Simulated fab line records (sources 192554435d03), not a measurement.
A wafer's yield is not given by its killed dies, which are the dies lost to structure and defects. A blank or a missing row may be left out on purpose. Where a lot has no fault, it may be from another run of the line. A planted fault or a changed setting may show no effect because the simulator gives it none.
Split-lot experiment ; flow n5_finfet ; 21 wafers read from 7 lots, route of 1938 steps

== SPLIT DETAILS ==
At N5_BEOL_M12_COAT_66 (time 60 s, resist thk 110 nm), the setting spin_rpm was moved away from the recipe's 1500 rpm on 8 of the 21 wafers read, by -10.8% to +9.2%. The other wafers ran this setting at the recipe's value.

== FROM THE SPLIT TO THE READING: what the file shows between them, 4 steps ==
- N5_BEOL_M12_COAT_22: resist thk 300 nm
- N5_BEOL_M12_EBR_24
- N5_BEOL_M12_DESCUM_33: chemistry O2, time 7.9 s
- N5_BEOL_M12_ETCH_67: etches SiARC in CF4, target depth 143 nm, time 238.3 s

== THE READING ==
SiARC_of_BEOL_M12_COAT_66.thk_nm (the simulator's own value, which no gauge read), in nm, at N5_BEOL_M12_ETCH_68 (etches SOC in N2/H2, time 285 s). The file does not state a usual value for it. The 13 wafers here that ran the recipe average 86.0 nm, standard deviation 0.69 nm.

wafer;tool, chamber at the split;spin_rpm as run, rpm;against the recipe;SiARC_of_BEOL_M12_COAT_66.thk_nm, nm;against lot-mates on the recipe
L078.4;litho_track-05, 0;1424;-5.1%;88.8;+2.6
L078.5;litho_track-05, 0;1424;-5.1%;88.8;+2.6
L078.6;litho_track-05, 0;1500;recipe;86.2;-
L081.1;litho_track-01, 0;1338;-10.8%;93.2;no lot-mate on the recipe
L081.3;litho_track-01, 0;1338;-10.8%;91.8;no lot-mate on the recipe
L081.5;litho_track-01, 0;1338;-10.8%;92.8;no lot-mate on the recipe
L080.1;litho_track-05, 0;1500;recipe;85.8;-
L080.2;litho_track-05, 0;1455;-3.0%;87;+1.1
L080.6;litho_track-05, 0;1500;recipe;86;-
L084.2;litho_track-04, 0;1500;recipe;87;-
L084.5;litho_track-04, 0;1500;recipe;85.2;-
L084.6;litho_track-04, 0;1500;recipe;86.6;-
L083.1;litho_track-01, 0;1638;+9.2%;81.4;-3.4
L083.2;litho_track-01, 0;1500;recipe;84.8;-
L083.4;litho_track-01, 0;1638;+9.2%;81.2;-3.6
L088.1;litho_track-01, 0;1500;recipe;86.4;-
L088.3;litho_track-01, 0;1500;recipe;87.2;-
L088.4;litho_track-01, 0;1500;recipe;86;-
L091.1;litho_track-01, 0;1500;recipe;86.2;-
L091.4;litho_track-01, 0;1500;recipe;86.2;-
L091.6;litho_track-01, 0;1500;recipe;85;-

FIT RESULTS
A straight line over all 21 wafers: SiARC_of_BEOL_M12_COAT_66.thk_nm changes by -0.567 nm for each +1% of spin_rpm; r = -0.98; the points scatter about the line by 0.68 nm.
The same after taking each lot's own level away (the mean of its wafers on the recipe; 18 wafers): -0.411 nm for each +1%; r = -0.95; scatter 0.51 nm.
The reading moves by 4.4 nm for the largest change in spin_rpm, on that fit.
The lots' own levels span 84.80 to 86.53 nm, that is 2.5 times the standard deviation above.
So the slope is not independent of the lot-to-lot level: the two fits are not the same.
Check: for one of the wafers moved furthest among these (+9.2%), held out of the fit, the line's prediction against its lot-mates is -3.91 nm. It came out at -3.4 nm against them.

== FURTHER SPLITS ON THESE WAFERS ==
These wafers also went through other splits before the reading. Each is held against what the fit with the lots' levels taken away leaves over:
other split on the same wafers;wafers away from the commonest value;r with SiARC_of_BEOL_M12_COAT_66.thk_nm (lot level and that fit taken away)
N5_BEOL_M11_COAT_22 spin_rpm;8;-0.22

== THE WHOLE CHAIN: every reading that the file lists as answering this split, in the file's order ==
step;what it does;reading;change (the file's fit);r (the file's)
N5_BEOL_M12_COAT_66;time 60 s, resist thk 110 nm;SiARC_of_BEOL_M12_COAT_66.thk_nm (the simulator's own value, which no gauge read);-0.526 nm for each +1% of the setting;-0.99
N5_BEOL_M12_ETCH_67;etches SiARC in CF4, target depth 143 nm, time 238.3 s;etch.depth_nm (the simulator's own value, which no gauge read);-0.524 nm for each +1% of the setting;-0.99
N5_BEOL_M12_ETCH_68;etches SOC in N2/H2, time 285 s;SiARC_of_BEOL_M12_COAT_66.thk_nm (the simulator's own value, which no gauge read);-0.408 nm for each +1% of the setting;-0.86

== FILE'S OWN FIT ==
SiARC_of_BEOL_M12_COAT_66.thk_nm changes by -0.408 nm for each +1% of spin_rpm, r = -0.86.
